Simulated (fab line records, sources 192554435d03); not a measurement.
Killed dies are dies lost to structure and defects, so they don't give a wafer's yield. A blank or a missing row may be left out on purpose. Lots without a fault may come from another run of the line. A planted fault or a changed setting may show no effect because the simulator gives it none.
Chamber matching | flow n5_finfet | N5_BEOL_M9_ETCH_76 on rie_diel-06: 4 sister chambers
The step etches underlayer in N2/H2, target depth 6.5 nm, time 5.2 s. 4 wafers are shown with their chamber, then 7 later ones without.

WAFERS WITH THEIR CHAMBER
wafer  | chamber | showerhead_plenum_p_Torr (Torr)
L076.6 | 0       | 2.66
L082.1 | 3       | 2.71
L085.1 | 2       | 2.54
L085.3 | 1       | 2.46

WAFERS WITHOUT THEIR CHAMBER
wafer  | showerhead_plenum_p_Torr (Torr)
L085.6 | 2.71
L088.3 | 2.65
L088.4 | 2.71
L088.5 | 2.65
L084.2 | 2.71
L084.4 | 2.71
L084.5 | 2.65

WHICH CHAMBER EACH WENT THROUGH
wafer  | from the rows above | in truth
L085.6 | 3                   | 3
L088.3 | 0                   | 0
L088.4 | 3                   | 3
L088.5 | 0                   | 0
L084.2 | 3                   | 3
L084.4 | 3                   | 3
L084.5 | 0                   | 0
Placed correctly: 7 of 7. Can't be placed from these rows: 0. Placed wrongly: 0.
How it was worked out, from the rows above alone: a wafer's distance from a chamber is the root of the sum, over the readings, of the square of ((its reading less the chamber's mean) divided by the reading's scatter). The wafer belongs to the nearest chamber; if the next one is less than 2 further off, it can't be placed. A chamber's mean is the mean of its shown wafers. The scatter: with one shown wafer a chamber, the root of the mean of the squares of how far each hidden wafer lies from its nearest shown one.
